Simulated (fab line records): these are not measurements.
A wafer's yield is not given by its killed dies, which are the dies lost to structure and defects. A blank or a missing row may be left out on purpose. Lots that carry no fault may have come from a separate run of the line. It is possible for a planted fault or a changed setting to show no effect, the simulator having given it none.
Problem report in the 8D (eight disciplines) form, filled by code -- flow n5-finfet -- the parts of the form that need people (team, actions taken, sign-off) are left out

== 1. THE PROBLEM ==
Wafers without a fault read 249.97 C, standard deviation 0.17; plate-temp-C at N5_BEOL_M1_COAT_67 reads a mean of 244.77 C on 6 wafers belonging to 2 lots. Measured from the usual mean, that is -31 standard deviations.
The step: time 60 s, resist thk 60 nm.
First observed at day 10 19:27: wafer L740.2, on litho-track-03. The record holds 27 wafers of 10 lots with a number at this step. Rule for "out", or "out of limits": more than 4 standard deviations from the usual mean. The rest of the wafers with a number are treated as sound.

== 2. WHAT IT IS AND WHAT IT IS NOT ==
question,is,is not
which readings at this step,"plate-temp-C, heater-power-total-W",spin-speed-rpm
which lots,"L740, L741","L726, L728, L729, L730, L733, L734, L736, L742"
which wafers of those lots,all that have a number,-
read on which tools,litho-track-03,"litho-track-02, litho-track-04"
when,from day 10 19:27,up to then (19 sound wafers); but 2 sound wafers of L742 came after

== 3. WHAT RULES OUT EACH SUSPECT ==
Counting: a tool at any process step up to the reading remains a suspect when it ran all the lots that are out and ran no sound lot after the first of those.
- cvd-co-02 at N5_BEOL_M0_PRE_CLEAN_131 (time 15 s): kept. It ran every lot that is out, first L740 (day 10 15:58), and no sound lot after that; its last sound lot up to then is L736 (day 9 19:30).
- rie-diel-04 at N5_BEOL_M1_STRIP_19 (strips in O2): ruled out as a lasting fault. Sound lots L742 ran on it after its first lot that is out, L740 (day 10 19:20).
- litho-track-03 at N5_BEOL_M1_COAT_67 (time 60 s, resist thk 60 nm): kept. It ran every lot that is out, first L740 (day 10 19:27), and no sound lot after that; its last sound lot up to then is L734 (day 9 05:37). Its own readings are out on those wafers: heater-power-total-W, plate-temp-C.
Remaining after the count are cvd-co-02 at N5_BEOL_M0_PRE_CLEAN_131 and litho-track-03 at N5_BEOL_M1_COAT_67.

== 4. THE CAUSE (what the simulator had put in) ==
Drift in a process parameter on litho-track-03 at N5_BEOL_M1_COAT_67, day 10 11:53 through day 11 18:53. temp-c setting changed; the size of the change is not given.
Counting leaves 2 suspects; this tool is one of them.

== 5. SEQUENCE OF EFFECTS, ordered by route ==
Rows list readings where the struck wafers' mean (over those with a number) sits beyond 3 standard deviations from the usual. Only readings whose record carries a usual standard deviation are examined. hours: median over the lots of the time between each lot's start at the first step of this table that gives one and its start at this step. sigmas: the change, counted in usual standard deviations.
hours,step,reading,usual,on struck wafers,change,sigmas
0,N5_BEOL_M1_COAT_67,heater-power-total-W,500.7 W,487.9,-12.8,-7.1
0,N5_BEOL_M1_COAT_67,plate-temp-C,249.97 C,244.77,-5.20,-31
The process steps in it:
- N5_BEOL_M1_COAT_67: time 60 s, resist thk 60 nm.
Later measuring or inspecting steps at which every struck wafer that the step has a row for has a number for every such reading, and none has moved that far: N5_BEOL_M4_RC_MEAS_101.

== 6. HOW IT WOULD HAVE BEEN CAUGHT EARLIER ==
In this record the first reading out of limits was taken at day 10 19:27, 8 hours after the fault began at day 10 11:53.
